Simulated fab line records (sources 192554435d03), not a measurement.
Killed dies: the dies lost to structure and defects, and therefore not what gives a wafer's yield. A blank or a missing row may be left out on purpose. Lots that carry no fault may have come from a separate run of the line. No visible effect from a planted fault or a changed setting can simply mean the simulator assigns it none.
Matching of chambers :: flow n5-finfet :: N5_BEOL_M8_STRIP_19 on rie-diel-04 has 4 sister chambers
The step strips in O2. 4 wafers are shown with their chamber, then 10 later ones without.

WAFERS PAIRED WITH THEIR CHAMBERS
wafer: L083.6
chamber: 2
showerhead-plenum-p-Torr (Torr): 2.04

wafer: L086.1
chamber: 3
showerhead-plenum-p-Torr (Torr): 2.01

wafer: L086.4
chamber: 1
showerhead-plenum-p-Torr (Torr): 2.16

wafer: L088.4
chamber: 0
showerhead-plenum-p-Torr (Torr): 2.16

WAFERS WHOSE CHAMBER IS MISSING
wafer: L088.5
showerhead-plenum-p-Torr (Torr): 2.00

wafer: L092.2
showerhead-plenum-p-Torr (Torr): 2.00

wafer: L092.4
showerhead-plenum-p-Torr (Torr): 2.00

wafer: L092.6
showerhead-plenum-p-Torr (Torr): 2.16

wafer: L094.1
showerhead-plenum-p-Torr (Torr): 2.15

wafer: L094.2
showerhead-plenum-p-Torr (Torr): 2.03

wafer: L094.6
showerhead-plenum-p-Torr (Torr): 2.00

wafer: L095.3
showerhead-plenum-p-Torr (Torr): 2.15

wafer: L095.5
showerhead-plenum-p-Torr (Torr): 2.16

wafer: L095.6
showerhead-plenum-p-Torr (Torr): 2.15

CHAMBER TAKEN BY EACH
wafer: L088.5
from the rows above: 3
in truth: 3

wafer: L092.2
from the rows above: 3
in truth: 3

wafer: L092.4
from the rows above: 3
in truth: 3

wafer: L092.6
from the rows above: can't be placed: 0 or 1
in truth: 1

wafer: L094.1
from the rows above: can't be placed: 0 or 1
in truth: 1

wafer: L094.2
from the rows above: can't be placed: 2 or 3
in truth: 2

wafer: L094.6
from the rows above: 3
in truth: 3

wafer: L095.3
from the rows above: can't be placed: 0 or 1
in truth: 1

wafer: L095.5
from the rows above: can't be placed: 0 or 1
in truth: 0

wafer: L095.6
from the rows above: can't be placed: 0 or 1
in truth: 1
4 of 10 placed correctly. Not placeable from these rows: 6 (in 6, the candidates include the true chamber). 0 placed wrongly.
How it was worked out, from the rows above alone: a wafer's distance from a chamber is the root of the sum, over the readings, of the square of ((its reading less the chamber's mean) divided by the reading's scatter). If the next closest chamber is less than 2 further off than the closest, the wafer can't be placed; otherwise it belongs to the closest. A chamber's mean is the mean of its shown wafers. The scatter: root of mean squared gap, hidden wafer to nearest shown wafer, with one shown wafer a chamber.
